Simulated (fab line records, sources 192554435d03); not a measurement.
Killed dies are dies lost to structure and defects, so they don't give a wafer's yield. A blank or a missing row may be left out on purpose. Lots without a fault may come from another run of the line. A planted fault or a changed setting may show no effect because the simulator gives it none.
Which tool did it? | flow n5_finfet | 10 lots, 28 wafers sampled, at 1 step of a route of 1938

WHAT THE GAUGES READ, wafer by wafer
N5_BEOL_M4_RC_MEAS_101.
lot  | measured     | on        | DIBL_N (mV/V)
L808 | day 8 14:06  | prober-01 | 38.8 37.1 38.4
L809 | day 9 01:14  | prober-01 | 39.2 38.1 39.9
L810 | day 9 10:15  | prober-02 | 37.4 38.0 35.2
L812 | day 9 18:03  | prober-02 | 34.4 35.4 35.9
L815 | day 10 12:20 | prober-02 | 35.3 33.3 36.0
L817 | day 10 13:31 | prober-01 | 42.0 39.3 40.1
L825 | day 13 20:59 | prober-01 | 39.4 35.9
L826 | day 14 01:07 | prober-02 | 38.3 37.0 36.4
L824 | day 14 04:46 | prober-01 | 36.4 36.9 35.1
L827 | day 14 21:18 | prober-02 | 35.5 38.1

WHICH TOOL RAN EACH LOT (tool, then ch and the chambers of the sampled wafers, then the start)
The record holds no process step before these readings.

THE ANSWER, worked out from the rows above alone
Rule: what is usual is taken from the lots themselves. Put in order of their means at a reading, lots are off if they are a third of the lots or fewer, leave a main group of 4 or more, and stand apart from it by a gap of 3 or more times the standard deviation of the main group's means; of several such gaps the widest counts. A main group whose means are all the same, to the digits that the tables above print for the reading, isn't used. A lot without any number at a reading at which 4 lots or more have one is off too. The other lots that the step has rows for count as sound.
No lot is off at any reading shown: from this, nothing can be told.

WHAT THE SIMULATOR HAD PUT IN
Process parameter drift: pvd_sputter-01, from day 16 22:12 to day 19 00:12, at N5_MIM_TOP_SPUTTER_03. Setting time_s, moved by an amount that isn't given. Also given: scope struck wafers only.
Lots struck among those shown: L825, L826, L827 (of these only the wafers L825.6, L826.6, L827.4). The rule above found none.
